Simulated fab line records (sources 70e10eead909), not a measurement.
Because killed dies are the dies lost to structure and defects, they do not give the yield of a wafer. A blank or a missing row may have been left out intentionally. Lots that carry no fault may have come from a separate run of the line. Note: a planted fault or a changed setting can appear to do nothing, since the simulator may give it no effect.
fab line records / flow nandHarc
record lots=14 wafers=42 lastDay=24
route steps=1159 shown A_START@389 A_ZERO_WELL@405 A_ONON_D1@424 END@1159
lots with no fault: from the same line, run without faults
startH: hours from the record's first day to the start of the lot's first wafer shown / waitH: hours from the lot's prior step to this one / " as in the row above / L1.1+2: several wafers, shown together as one row / - no value, or no start was given / * or withheld: withheld / < > ~ a bound
route shown NAME@n: names a module that has steps shown in the file, with the first one's number in the route / usual: mean/standard deviation of fault-free wafers / same: alike in all rows / chamber/n: place in a boat / sites: per-site readings / _std_site: the values' standard deviation / _edge_site: inner sites' mean taken away from outer sites' mean / radiusMm: how far each site lies from the wafer's centre / mask NAME#n: copy n / behind: the tool/chamber that last shaped the wafer / hold: reason for holding the lot/hours on hold/outcome of the hold / device: whichever transistor did not switch (one of n, p or np) / end of line: the route-end tests of the same wafers / a step with no rows: only its recipe / killed: the dies lost at the first sort to structure and to defects; this is not the yield of the wafer / map: a wafer's dies, marking killed ones x, the rest . and places with no die _
set.NAME: the setting the step ran with; set.NAME@STEP: the setting that earlier step ran with / model.NAME: the simulator's own value behind a step, which no gauge read
a sample of lots followed through the steps of the route, with each step as a table and each wafer as a row
services: the hour from which a tool's chamber was out of use, counted from the record's first day as startH (under 0 if before that day), plus the number of hours and why
## steps
# step NHARC_A_START_INSPECT_01
# usual rawDefectCount=3.4/1.8
lot.wafer=L214.1 tool=defectInspect-02 chamber=- startH=140.83 waitH=- rawDefectCount=8
lot.wafer=L214.2 tool=defectInspect-02 chamber=- startH=140.83 waitH=- rawDefectCount=3
lot.wafer=L214.5 tool=defectInspect-02 chamber=- startH=140.83 waitH=- rawDefectCount=4
lot.wafer=L213.2 tool=defectInspect-02 chamber=- startH=141.47 waitH=- rawDefectCount=2
lot.wafer=L213.3 tool=defectInspect-02 chamber=- startH=141.47 waitH=- rawDefectCount=2
lot.wafer=L213.6 tool=defectInspect-02 chamber=- startH=141.47 waitH=- rawDefectCount=1
lot.wafer=L216.2 tool=defectInspect-01 chamber=- startH=150.36 waitH=- rawDefectCount=4
lot.wafer=L216.5 tool=defectInspect-01 chamber=- startH=150.36 waitH=- rawDefectCount=3
lot.wafer=L216.6 tool=defectInspect-01 chamber=- startH=150.36 waitH=- rawDefectCount=5
lot.wafer=L219.1 tool=defectInspect-02 chamber=- startH=174.40 waitH=- rawDefectCount=3
lot.wafer=L219.3 tool=defectInspect-02 chamber=- startH=174.40 waitH=- rawDefectCount=4
lot.wafer=L219.6 tool=defectInspect-02 chamber=- startH=174.40 waitH=- rawDefectCount=3
lot.wafer=L221.3 tool=defectInspect-01 chamber=- startH=178.06 waitH=- rawDefectCount=5
lot.wafer=L221.4 tool=defectInspect-01 chamber=- startH=178.06 waitH=- rawDefectCount=1
lot.wafer=L221.6 tool=defectInspect-01 chamber=- startH=178.06 waitH=- rawDefectCount=1
lot.wafer=L223.1 tool=defectInspect-01 chamber=- startH=192.64 waitH=- rawDefectCount=4
lot.wafer=L223.3 tool=defectInspect-01 chamber=- startH=192.64 waitH=- rawDefectCount=3
lot.wafer=L223.4 tool=defectInspect-01 chamber=- startH=192.64 waitH=- rawDefectCount=0
lot.wafer=L222.2 tool=defectInspect-01 chamber=- startH=193.31 waitH=- rawDefectCount=5
lot.wafer=L222.3 tool=defectInspect-01 chamber=- startH=193.31 waitH=- rawDefectCount=3
lot.wafer=L222.6 tool=defectInspect-01 chamber=- startH=193.31 waitH=- rawDefectCount=1
lot.wafer=L225.1 tool=defectInspect-02 chamber=- startH=211.64 waitH=- rawDefectCount=5
lot.wafer=L225.2 tool=defectInspect-02 chamber=- startH=211.64 waitH=- rawDefectCount=4
lot.wafer=L225.3 tool=defectInspect-02 chamber=- startH=211.64 waitH=- rawDefectCount=3
lot.wafer=L226.2 tool=defectInspect-02 chamber=- startH=225.03 waitH=- rawDefectCount=2
lot.wafer=L226.5 tool=defectInspect-02 chamber=- startH=225.03 waitH=- rawDefectCount=4
lot.wafer=L226.6 tool=defectInspect-02 chamber=- startH=225.03 waitH=- rawDefectCount=4
lot.wafer=L227.1 tool=defectInspect-02 chamber=- startH=228.78 waitH=- rawDefectCount=2
lot.wafer=L227.4 tool=defectInspect-02 chamber=- startH=228.78 waitH=- rawDefectCount=3
lot.wafer=L227.5 tool=defectInspect-02 chamber=- startH=228.78 waitH=- rawDefectCount=5
lot.wafer=L228.1 tool=defectInspect-02 chamber=- startH=231.01 waitH=- rawDefectCount=2
lot.wafer=L228.2 tool=defectInspect-02 chamber=- startH=231.01 waitH=- rawDefectCount=2
lot.wafer=L228.4 tool=defectInspect-02 chamber=- startH=231.01 waitH=- rawDefectCount=1
lot.wafer=L229.1 tool=defectInspect-02 chamber=- startH=233.33 waitH=- rawDefectCount=4
lot.wafer=L229.3 tool=defectInspect-02 chamber=- startH=233.33 waitH=- rawDefectCount=3
lot.wafer=L229.5 tool=defectInspect-02 chamber=- startH=233.33 waitH=- rawDefectCount=2
lot.wafer=L232.1 tool=defectInspect-01 chamber=- startH=251.23 waitH=- rawDefectCount=3
lot.wafer=L232.3 tool=defectInspect-01 chamber=- startH=251.23 waitH=- rawDefectCount=1
lot.wafer=L232.5 tool=defectInspect-01 chamber=- startH=251.23 waitH=- rawDefectCount=7
lot.wafer=L233.2 tool=defectInspect-02 chamber=- startH=256.83 waitH=- rawDefectCount=3
lot.wafer=L233.4 tool=defectInspect-02 chamber=- startH=256.83 waitH=- rawDefectCount=1
lot.wafer=L233.5 tool=defectInspect-02 chamber=- startH=256.83 waitH=- rawDefectCount=5
# step NHARC_A_ZERO_WELL_ETCH_13
# recipe targetDepthA=1200 timeS=40.1 hbrFlowSccm=150 cl2FlowSccm=50 rfW=400 icpW=400 biasW=100 chemistry=HBr/Cl2
# usual drypumpMotorCurrentA=5.9/0.32 heBacksideLeakSccm=2.6/0.35 oesProductAu=0.998/0.0076 throttleValvePct=26.405/0.0094
lot.wafer=L214.2 tool=rieSi-05 chamber=3 startH=141.90 waitH=- drypumpMotorCurrentA=5.5 heBacksideLeakSccm=2.8 oesProductAu=0.988 rfHoursCounterH=0.5 throttleValvePct=26.399
lot.wafer=L214.1 tool=rieSi-05 chamber=0 startH=141.90 waitH=- drypumpMotorCurrentA=5.8 heBacksideLeakSccm=2.7 oesProductAu=0.998 rfHoursCounterH=0.6 throttleValvePct=26.405
lot.wafer=L214.5 tool=rieSi-05 chamber=3 startH=141.90 waitH=- drypumpMotorCurrentA=5.5 heBacksideLeakSccm=2.9 oesProductAu=1.007 rfHoursCounterH=- throttleValvePct=26.400
lot.wafer=L213.2 tool=rieSi-03 chamber=2 startH=142.55 waitH=- drypumpMotorCurrentA=6.2 heBacksideLeakSccm=2.5 oesProductAu=0.990 rfHoursCounterH=1.2 throttleValvePct=26.416
lot.wafer=L213.3 tool=rieSi-03 chamber=0 startH=142.55 waitH=- drypumpMotorCurrentA=6.0 heBacksideLeakSccm=2.9 oesProductAu=1.008 rfHoursCounterH=1.2 throttleValvePct=26.425
lot.wafer=L213.6 tool=rieSi-03 chamber=1 startH=142.55 waitH=- drypumpMotorCurrentA=6.2 heBacksideLeakSccm=2.4 oesProductAu=0.992 rfHoursCounterH=- throttleValvePct=26.404
lot.wafer=L216.2 tool=rieSi-03 chamber=2 startH=151.58 waitH=- drypumpMotorCurrentA=6.2 heBacksideLeakSccm=2.6 oesProductAu=0.991 rfHoursCounterH=1.2 throttleValvePct=26.408
lot.wafer=L216.5 tool=rieSi-03 chamber=0 startH=151.58 waitH=- drypumpMotorCurrentA=6.0 heBacksideLeakSccm=3.1 oesProductAu=1.006 rfHoursCounterH=- throttleValvePct=26.398
lot.wafer=L216.6 tool=rieSi-03 chamber=1 startH=151.58 waitH=- drypumpMotorCurrentA=6.3 heBacksideLeakSccm=2.3 oesProductAu=1.001 rfHoursCounterH=- throttleValvePct=26.407
lot.wafer=L219.1 tool=rieSi-05 chamber=3 startH=175.64 waitH=- drypumpMotorCurrentA=5.5 heBacksideLeakSccm=2.9 oesProductAu=0.996 rfHoursCounterH=0.7 throttleValvePct=26.411
lot.wafer=L219.3 tool=rieSi-05 chamber=0 startH=175.64 waitH=- drypumpMotorCurrentA=5.8 heBacksideLeakSccm=2.8 oesProductAu=0.992 rfHoursCounterH=0.7 throttleValvePct=26.394
lot.wafer=L219.6 tool=rieSi-05 chamber=2 startH=175.64 waitH=- drypumpMotorCurrentA=5.3 heBacksideLeakSccm=2.6 oesProductAu=0.996 rfHoursCounterH=- throttleValvePct=26.416
lot.wafer=L221.3 tool=rieSi-03 chamber=1 startH=179.34 waitH=- drypumpMotorCurrentA=6.2 heBacksideLeakSccm=2.3 oesProductAu=0.993 rfHoursCounterH=0.1 throttleValvePct=26.415
lot.wafer=L221.4 tool=rieSi-03 chamber=1 startH=179.34 waitH=- drypumpMotorCurrentA=6.2 heBacksideLeakSccm=2.4 oesProductAu=1.001 rfHoursCounterH=- throttleValvePct=26.405
lot.wafer=L221.6 tool=rieSi-03 chamber=3 startH=179.34 waitH=- drypumpMotorCurrentA=5.7 heBacksideLeakSccm=2.4 oesProductAu=1.005 rfHoursCounterH=- throttleValvePct=26.408
lot.wafer=L223.3 tool=rieSi-03 chamber=0 startH=193.85 waitH=- drypumpMotorCurrentA=6.0 heBacksideLeakSccm=3.0 oesProductAu=1.002 rfHoursCounterH=0.2 throttleValvePct=26.414
lot.wafer=L223.1 tool=rieSi-03 chamber=1 startH=193.85 waitH=- drypumpMotorCurrentA=6.3 heBacksideLeakSccm=2.4 oesProductAu=1.001 rfHoursCounterH=0.2 throttleValvePct=26.426
lot.wafer=L223.4 tool=rieSi-03 chamber=2 startH=193.85 waitH=- drypumpMotorCurrentA=6.2 heBacksideLeakSccm=2.4 oesProductAu=1.002 rfHoursCounterH=0.1 throttleValvePct=26.407
lot.wafer=L222.2 tool=rieSi-05 chamber=3 startH=194.53 waitH=- drypumpMotorCurrentA=5.5 heBacksideLeakSccm=2.7 oesProductAu=0.996 rfHoursCounterH=0.8 throttleValvePct=26.414
lot.wafer=L222.3 tool=rieSi-05 chamber=0 startH=194.53 waitH=- drypumpMotorCurrentA=5.8 heBacksideLeakSccm=2.5 oesProductAu=1.002 rfHoursCounterH=0.8 throttleValvePct=26.409
lot.wafer=L222.6 tool=rieSi-05 chamber=1 startH=194.53 waitH=- drypumpMotorCurrentA=6.0 heBacksideLeakSccm=2.6 oesProductAu=1.006 rfHoursCounterH=- throttleValvePct=26.407
lot.wafer=L225.3 tool=rieSi-03 chamber=1 startH=212.73 waitH=- drypumpMotorCurrentA=6.2 heBacksideLeakSccm=2.3 oesProductAu=0.989 rfHoursCounterH=0.3 throttleValvePct=26.420
lot.wafer=L225.2 tool=rieSi-03 chamber=2 startH=212.73 waitH=- drypumpMotorCurrentA=6.2 heBacksideLeakSccm=2.6 oesProductAu=0.989 rfHoursCounterH=0.2 throttleValvePct=26.392
lot.wafer=L225.1 tool=rieSi-03 chamber=3 startH=212.73 waitH=- drypumpMotorCurrentA=5.7 heBacksideLeakSccm=2.4 oesProductAu=0.989 rfHoursCounterH=0.2 throttleValvePct=26.410
lot.wafer=L226.2 tool=rieSi-02 chamber=1 startH=226.28 waitH=- drypumpMotorCurrentA=5.9 heBacksideLeakSccm=2.5 oesProductAu=0.998 rfHoursCounterH=0.0 throttleValvePct=26.404
lot.wafer=L226.6 tool=rieSi-02 chamber=2 startH=226.28 waitH=- drypumpMotorCurrentA=5.8 heBacksideLeakSccm=2.8 oesProductAu=0.999 rfHoursCounterH=- throttleValvePct=26.386
lot.wafer=L226.5 tool=rieSi-02 chamber=3 startH=226.28 waitH=- drypumpMotorCurrentA=5.3 heBacksideLeakSccm=2.3 oesProductAu=0.983 rfHoursCounterH=- throttleValvePct=26.390
lot.wafer=L227.1 tool=rieSi-03 chamber=3 startH=230.05 waitH=- drypumpMotorCurrentA=5.8 heBacksideLeakSccm=2.7 oesProductAu=1.001 rfHoursCounterH=0.3 throttleValvePct=26.410
lot.wafer=L227.4 tool=rieSi-03 chamber=1 startH=230.05 waitH=- drypumpMotorCurrentA=6.2 heBacksideLeakSccm=2.3 oesProductAu=1.001 rfHoursCounterH=0.4 throttleValvePct=26.411
lot.wafer=L227.5 tool=rieSi-03 chamber=3 startH=230.05 waitH=- drypumpMotorCurrentA=5.7 heBacksideLeakSccm=2.6 oesProductAu=1.006 rfHoursCounterH=- throttleValvePct=26.414
lot.wafer=L228.4 tool=rieSi-05 chamber=3 startH=232.22 waitH=- drypumpMotorCurrentA=5.5 heBacksideLeakSccm=2.8 oesProductAu=0.995 rfHoursCounterH=1.0 throttleValvePct=26.419
lot.wafer=L228.1 tool=rieSi-05 chamber=0 startH=232.22 waitH=- drypumpMotorCurrentA=5.8 heBacksideLeakSccm=2.6 oesProductAu=1.001 rfHoursCounterH=1.1 throttleValvePct=26.403
lot.wafer=L228.2 tool=rieSi-05 chamber=1 startH=232.22 waitH=- drypumpMotorCurrentA=6.0 heBacksideLeakSccm=2.7 oesProductAu=1.002 rfHoursCounterH=1.1 throttleValvePct=26.408
lot.wafer=L229.1 tool=rieSi-03 chamber=0 startH=234.53 waitH=- drypumpMotorCurrentA=6.0 heBacksideLeakSccm=2.8 oesProductAu=1.001 rfHoursCounterH=0.5 throttleValvePct=26.416
lot.wafer=L229.3 tool=rieSi-03 chamber=2 startH=234.53 waitH=- drypumpMotorCurrentA=6.2 heBacksideLeakSccm=2.5 oesProductAu=0.998 rfHoursCounterH=0.4 throttleValvePct=26.390
lot.wafer=L229.5 tool=rieSi-03 chamber=1 startH=234.53 waitH=- drypumpMotorCurrentA=6.3 heBacksideLeakSccm=2.4 oesProductAu=1.001 rfHoursCounterH=- throttleValvePct=26.381
lot.wafer=L232.1 tool=rieSi-02 chamber=1 startH=252.46 waitH=- drypumpMotorCurrentA=5.9 heBacksideLeakSccm=2.5 oesProductAu=1.000 rfHoursCounterH=0.2 throttleValvePct=26.395
lot.wafer=L232.3 tool=rieSi-02 chamber=2 startH=252.46 waitH=- drypumpMotorCurrentA=5.8 heBacksideLeakSccm=3.1 oesProductAu=1.007 rfHoursCounterH=0.3 throttleValvePct=26.395
lot.wafer=L232.5 tool=rieSi-02 chamber=0 startH=252.46 waitH=- drypumpMotorCurrentA=5.9 heBacksideLeakSccm=2.6 oesProductAu=0.998 rfHoursCounterH=- throttleValvePct=26.413
lot.wafer=L233.2 tool=rieSi-05 chamber=2 startH=258.02 waitH=- drypumpMotorCurrentA=5.3 heBacksideLeakSccm=2.5 oesProductAu=0.998 rfHoursCounterH=0.1 throttleValvePct=26.387
lot.wafer=L233.4 tool=rieSi-05 chamber=0 startH=258.02 waitH=- drypumpMotorCurrentA=5.8 heBacksideLeakSccm=2.7 oesProductAu=1.009 rfHoursCounterH=0.0 throttleValvePct=26.397
lot.wafer=L233.5 tool=rieSi-05 chamber=3 startH=258.02 waitH=- drypumpMotorCurrentA=5.5 heBacksideLeakSccm=2.8 oesProductAu=1.015 rfHoursCounterH=- throttleValvePct=26.386
# step NHARC_A_ONON_D1_DEP_00
# recipe targetThkA=10000 n2FlowSccm=2750 n2oFlowSccm=2000 nh3FlowSccm=500 sih4FlowSccm=210 tempC=400
lot.wafer=L214.1+2+5 tool=pecvdOnon-01 chamber=0 startH=163.39 waitH=0.1
lot.wafer=L213.2+3+6 tool=pecvdOnon-02 chamber=0 startH=163.45 waitH=0.1
lot.wafer=L216.2+5+6 tool=pecvdOnon-01 chamber=0 startH=171.69 waitH=0.1
lot.wafer=L219.1+3+6 tool=pecvdOnon-03 chamber=0 startH=197.69 waitH=0.1
lot.wafer=L221.3+4+6 tool=pecvdOnon-03 chamber=0 startH=200.91 waitH=0.2
lot.wafer=L223.1+3+4 tool=pecvdOnon-01 chamber=0 startH=215.67 waitH=0.1
lot.wafer=L222.2+3+6 tool=pecvdOnon-02 chamber=0 startH=215.71 waitH=0.1
lot.wafer=L225.1+2+3 tool=pecvdOnon-01 chamber=0 startH=234.64 waitH=0.1
lot.wafer=L227.1+4+5 tool=pecvdOnon-03 chamber=0 startH=250.60 waitH=0.1
lot.wafer=L226.2+5+6 tool=pecvdOnon-02 chamber=0 startH=250.66 waitH=0.1
lot.wafer=L228.1+2+4 tool=pecvdOnon-02 chamber=0 startH=254.01 waitH=0.1
lot.wafer=L229.1+3+5 tool=pecvdOnon-03 chamber=0 startH=254.03 waitH=0.1
lot.wafer=L232.1+3+5 tool=pecvdOnon-02 chamber=0 startH=274.46 waitH=0.1
lot.wafer=L233.2+4+5 tool=pecvdOnon-03 chamber=0 startH=281.75 waitH=0.1
# step NHARC_A_ONON_D1_THK_MEAS_02
# recipe thkMeasGauge=ellipsometry
# usual thkNm=1000/9.6
lot.wafer=L214.1 tool=filmMetro-02 chamber=- startH=163.90 waitH=- thkNm=991
lot.wafer=L214.2 tool=filmMetro-02 chamber=- startH=163.90 waitH=- thkNm=988
lot.wafer=L214.5 tool=filmMetro-02 chamber=- startH=163.90 waitH=- thkNm=987
lot.wafer=L213.2 tool=filmMetro-01 chamber=- startH=163.90 waitH=- thkNm=1014
lot.wafer=L213.3 tool=filmMetro-01 chamber=- startH=163.90 waitH=- thkNm=1015
lot.wafer=L213.6 tool=filmMetro-01 chamber=- startH=163.90 waitH=- thkNm=1013
lot.wafer=L216.2 tool=filmMetro-02 chamber=- startH=172.15 waitH=- thkNm=1000
lot.wafer=L216.5 tool=filmMetro-02 chamber=- startH=172.15 waitH=- thkNm=1002
lot.wafer=L216.6 tool=filmMetro-02 chamber=- startH=172.15 waitH=- thkNm=999
lot.wafer=L219.1 tool=filmMetro-02 chamber=- startH=198.20 waitH=- thkNm=995
lot.wafer=L219.3 tool=filmMetro-02 chamber=- startH=198.20 waitH=- thkNm=998
lot.wafer=L219.6 tool=filmMetro-02 chamber=- startH=198.20 waitH=- thkNm=998
lot.wafer=L221.3 tool=filmMetro-02 chamber=- startH=201.31 waitH=- thkNm=1015
lot.wafer=L221.4 tool=filmMetro-02 chamber=- startH=201.31 waitH=- thkNm=1015
lot.wafer=L221.6 tool=filmMetro-02 chamber=- startH=201.31 waitH=- thkNm=1015
lot.wafer=L222.2 tool=filmMetro-02 chamber=- startH=216.16 waitH=- thkNm=1014
lot.wafer=L222.3 tool=filmMetro-02 chamber=- startH=216.16 waitH=- thkNm=1012
lot.wafer=L222.6 tool=filmMetro-02 chamber=- startH=216.16 waitH=- thkNm=1014
lot.wafer=L223.1 tool=filmMetro-01 chamber=- startH=216.17 waitH=- thkNm=1507
lot.wafer=L223.3 tool=filmMetro-01 chamber=- startH=216.17 waitH=- thkNm=1508
lot.wafer=L223.4 tool=filmMetro-01 chamber=- startH=216.17 waitH=- thkNm=1506
lot.wafer=L225.1 tool=filmMetro-01 chamber=- startH=235.15 waitH=- thkNm=1499
lot.wafer=L225.2 tool=filmMetro-01 chamber=- startH=235.15 waitH=- thkNm=1498
lot.wafer=L225.3 tool=filmMetro-01 chamber=- startH=235.15 waitH=- thkNm=1498
lot.wafer=L227.1 tool=filmMetro-02 chamber=- startH=251.11 waitH=- thkNm=1004
lot.wafer=L227.4 tool=filmMetro-02 chamber=- startH=251.11 waitH=- thkNm=1001
lot.wafer=L227.5 tool=filmMetro-02 chamber=- startH=251.11 waitH=- thkNm=1002
lot.wafer=L226.2 tool=filmMetro-01 chamber=- startH=251.12 waitH=- thkNm=995
lot.wafer=L226.5 tool=filmMetro-01 chamber=- startH=251.12 waitH=- thkNm=997
lot.wafer=L226.6 tool=filmMetro-01 chamber=- startH=251.12 waitH=- thkNm=995
lot.wafer=L228.1 tool=filmMetro-01 chamber=- startH=254.52 waitH=- thkNm=997
lot.wafer=L228.2 tool=filmMetro-01 chamber=- startH=254.52 waitH=- thkNm=995
lot.wafer=L228.4 tool=filmMetro-01 chamber=- startH=254.52 waitH=- thkNm=996
lot.wafer=L229.1 tool=filmMetro-02 chamber=- startH=254.54 waitH=- thkNm=999
lot.wafer=L229.3 tool=filmMetro-02 chamber=- startH=254.54 waitH=- thkNm=1001
lot.wafer=L229.5 tool=filmMetro-02 chamber=- startH=254.54 waitH=- thkNm=1000
lot.wafer=L232.1 tool=filmMetro-01 chamber=- startH=274.96 waitH=- thkNm=989
lot.wafer=L232.3 tool=filmMetro-01 chamber=- startH=274.96 waitH=- thkNm=991
lot.wafer=L232.5 tool=filmMetro-01 chamber=- startH=274.96 waitH=- thkNm=990
lot.wafer=L233.2 tool=filmMetro-02 chamber=- startH=282.21 waitH=- thkNm=1005
lot.wafer=L233.4 tool=filmMetro-02 chamber=- startH=282.21 waitH=- thkNm=1005
lot.wafer=L233.5 tool=filmMetro-02 chamber=- startH=282.21 waitH=- thkNm=1003
# step NHARC_END_SORT_01
# recipe tempC=25
# usual killedAtArray=28/11 killedAtOther=0.8/1.3 killedAtPeriphery=3.6/2.5 killedDies=32/11 killedOpen=3.0/1.8 killedShort=2.0/1.5
# same grossDies=677
lot.wafer=L223.1 tool=prober-01 chamber=0 startH=508.69 waitH=2.5 killedAtArray=671 killedAtOther=1 killedAtPeriphery=5 killedDies=677 killedOpen=2 killedShort=6
lot.wafer=L223.3 tool=prober-01 chamber=0 startH=510.29 waitH=3.1 killedAtArray=671 killedAtOther=1 killedAtPeriphery=5 killedDies=677 killedOpen=6 killedShort=0
lot.wafer=L223.4 tool=prober-01 chamber=0 startH=511.09 waitH=3.4 killedAtArray=671 killedAtOther=0 killedAtPeriphery=6 killedDies=677 killedOpen=2 killedShort=6
lot.wafer=L225.1 tool=prober-02 chamber=0 startH=516.33 waitH=2.5 killedAtArray=676 killedAtOther=0 killedAtPeriphery=1 killedDies=677 killedOpen=2 killedShort=3
lot.wafer=L225.2 tool=prober-02 chamber=0 startH=517.14 waitH=2.8 killedAtArray=677 killedAtOther=0 killedAtPeriphery=0 killedDies=677 killedOpen=0 killedShort=2
lot.wafer=L225.3 tool=prober-02 chamber=0 startH=517.95 waitH=3.1 killedAtArray=676 killedAtOther=0 killedAtPeriphery=1 killedDies=677 killedOpen=2 killedShort=0
# killed by level:class
L223.1 A_ONON_D1:areaDep=633 A_CHANNEL_HOLE_D1:chamberFilmFlake=20 P_M0:chamberFilmFlake=4 A_STAIRCASE:chamberFilmFlake=3 A_CONTACT:chamberFilmFlake=3 A_ONON_D1:geometricParticle:short=2 A_CHANNEL_FILL_D1:geometricParticle:short=2 A_ZERO_WELL:chamberFilmFlake=2
L223.3 A_ONON_D1:areaDep=647 A_CHANNEL_HOLE_D1:chamberFilmFlake=8 A_STAIRCASE:chamberFilmFlake=6 P_BONDPAD:chamberFilmFlake=2 A_ZERO_WELL:chamberFilmFlake=2 A_WL_FILL:chamberFilmFlake=2 A_CONTACT:chamberFilmFlake=2 P_GATE:geometricParticle:open=1
L223.4 A_ONON_D1:areaDep=637 A_CHANNEL_HOLE_D1:chamberFilmFlake=17 A_STAIRCASE:chamberFilmFlake=6 A_CONTACT:chamberFilmFlake=3 A_CHANNEL_HOLE_D1:geometricParticle:short=2 A_CHANNEL_FILL_D1:geometricParticle:short=2 A_WL_FILL:geometricParticle:short=2 P_STI:chamberFilmFlake=2
L225.1 A_ONON_D1:areaDep=639 A_SLIT:chamberFilmFlake=14 A_STAIRCASE:chamberFilmFlake=8 A_CHANNEL_HOLE_D1:chamberFilmFlake=5 A_CONTACT:chamberFilmFlake=4 A_WL_FILL:geometricParticle:short=2 P_M1:geometricParticle:short=1 A_CHANNEL_FILL_D1:geometricParticle:open=1
L225.2 A_ONON_D1:areaDep=644 A_SLIT:chamberFilmFlake=14 A_CONTACT:chamberFilmFlake=6 A_STAIRCASE:chamberFilmFlake=4 A_WL_FILL:chamberFilmFlake=4 A_CHANNEL_HOLE_D1:chamberFilmFlake=3 A_WL_FILL:geometricParticle:short=1 A_BLC:geometricParticle:short=1
L225.3 A_ONON_D1:areaDep=650 A_SLIT:chamberFilmFlake=16 A_CHANNEL_HOLE_D1:chamberFilmFlake=3 A_CONTACT:chamberFilmFlake=3 A_STAIRCASE:chamberFilmFlake=2 A_ONON_D1:geometricParticle:open=1 A_CONTACT:geometricParticle:open=1 P_BONDPAD:chamberFilmFlake=1
## services
tool=rieSi-03 chamber=3 startH=128.02 hours=2.3 kind=repair
tool=pecvdOnon-03 chamber=- startH=153.34 hours=13.0 kind=pm
tool=rieSi-03 chamber=- startH=155.00 hours=9.0 kind=pm
tool=rieSi-03 chamber=0 startH=155.00 hours=9.0 kind=ventCycle
tool=rieSi-03 chamber=1 startH=155.00 hours=9.0 kind=ventCycle
tool=rieSi-03 chamber=2 startH=155.00 hours=9.0 kind=ventCycle
tool=rieSi-03 chamber=3 startH=155.00 hours=9.0 kind=ventCycle
tool=rieSi-03 chamber=0 startH=164.00 hours=- kind=clean
tool=rieSi-03 chamber=1 startH=164.00 hours=- kind=clean
tool=rieSi-03 chamber=2 startH=164.00 hours=- kind=clean
tool=rieSi-03 chamber=3 startH=164.00 hours=- kind=clean
tool=rieSi-03 chamber=3 startH=165.70 hours=8.6 kind=repair
tool=rieSi-03 chamber=2 startH=176.61 hours=4.4 kind=repair
tool=rieSi-03 chamber=- startH=180.59 hours=1.4 kind=repair
tool=pecvdOnon-01 chamber=- startH=195.00 hours=13.0 kind=pm
tool=rieSi-05 chamber=- startH=198.80 hours=0.7 kind=repair
tool=rieSi-02 chamber=- startH=211.00 hours=9.0 kind=pm
tool=rieSi-05 chamber=- startH=239.00 hours=9.0 kind=pm
tool=rieSi-05 chamber=0 startH=239.00 hours=9.0 kind=ventCycle
tool=rieSi-05 chamber=1 startH=239.00 hours=9.0 kind=ventCycle
tool=rieSi-03 chamber=3 startH=265.24 hours=10.0 kind=repair
tool=rieSi-05 chamber=0 startH=265.90 hours=2.0 kind=repair
tool=rieSi-02 chamber=- startH=272.02 hours=3.2 kind=repair
tool=rieSi-03 chamber=- startH=278.75 hours=0.2 kind=repair
## key
firstSign step=NHARC_A_ONON_D1_THK_MEAS_02 reading=thkNm direction=up sigmas=52 usual=1000 struck=1503
effect step=NHARC_END_SORT_01 reading=killedAtArray direction=up sigmas=61 usual=28 struck=674
moreKillsBornAt NHARC_A_ONON_D1_DEP_00@pecvdOnon-01=3850
metAt NHARC_A_ONON_D1_DEP_00
struckLots L223,L225
struckWafers L223.1,L223.3,L223.4,L225.1,L225.2,L225.3
laterRowsLeftOut L223.1,L223.3,L223.4,L225.1,L225.2,L225.3
testerLeftOut L223,L225
notActingAt NHARC_A_START_INSPECT_01,NHARC_A_ZERO_WELL_ETCH_13
onsetBetween 171.69 215.67
fault kind=processParameterDrift tool=pecvdOnon-01 chamber=0 onsetH=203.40 steps=NHARC_A_ONON_D1_DEP_00 channel=targetThkA offset=* shape=step endH=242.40 actsIn=* stated=*
# testerLeftOut: of these lots the tester's yield and bins aren't shown, on N5 and GAA mostly nor the transistor test; their killed dies are dies lost to structure and defects alone, not to doping, threshold or leakage, so they don't give the yield
# laterRowsLeftOut: the simulator's readings of these wafers behind a module that went badly wrong aren't trusted and aren't shown, but for the sort
